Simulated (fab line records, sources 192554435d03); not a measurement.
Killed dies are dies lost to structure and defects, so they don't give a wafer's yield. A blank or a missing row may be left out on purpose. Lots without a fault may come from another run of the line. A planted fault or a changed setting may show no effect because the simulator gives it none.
Chamber matching | flow n5_finfet | N5_BEOL_M3_DESCUM_16 on rie_diel-04: 4 sister chambers
The step chemistry O2, time 7 s. 8 wafers are shown with their chamber, then 8 later ones without.

WAFERS WITH THEIR CHAMBER
wafer  | chamber | showerhead_plenum_p_Torr (Torr) | throttle_valve_pct (%)
L076.1 | 0       | 1.94                            | 20.55
L077.6 | 0       | 1.94                            | 20.53
L082.2 | 1       | 2.09                            | 20.22
L082.6 | 2       | 2.17                            | 20.47
L083.4 | 3       | 2.06                            | 20.34
L083.5 | 2       | 2.17                            | 20.47
L083.6 | 3       | 2.06                            | 20.36
L085.1 | 1       | 2.08                            | 20.23

WAFERS WITHOUT THEIR CHAMBER
wafer  | showerhead_plenum_p_Torr (Torr) | throttle_valve_pct (%)
L085.4 | 2.17                            | 20.50
L085.5 | 2.05                            | 20.36
L090.1 | 2.05                            | 20.37
L090.2 | 2.17                            | 20.50
L090.3 | 2.08                            | 20.23
L092.1 | 2.08                            | 20.24
L092.4 | 2.16                            | 20.50
L092.5 | 2.05                            | 20.38

WHICH CHAMBER EACH WENT THROUGH
wafer  | from the rows above | in truth
L085.4 | 2                   | 2
L085.5 | 3                   | 3
L090.1 | 3                   | 3
L090.2 | 2                   | 2
L090.3 | 1                   | 1
L092.1 | 1                   | 1
L092.4 | 2                   | 2
L092.5 | 3                   | 3
Placed correctly: 8 of 8. Can't be placed from these rows: 0. Placed wrongly: 0.
How it was worked out, from the rows above alone: a wafer's distance from a chamber is the root of the sum, over the readings, of the square of ((its reading less the chamber's mean) divided by the reading's scatter). The wafer belongs to the nearest chamber; if the next one is less than 2 further off, it can't be placed. A chamber's mean is the mean of its shown wafers. The scatter: the root of (the sum of the squares of (reading less its chamber's mean) over the shown wafers, divided by (wafers less chambers)).
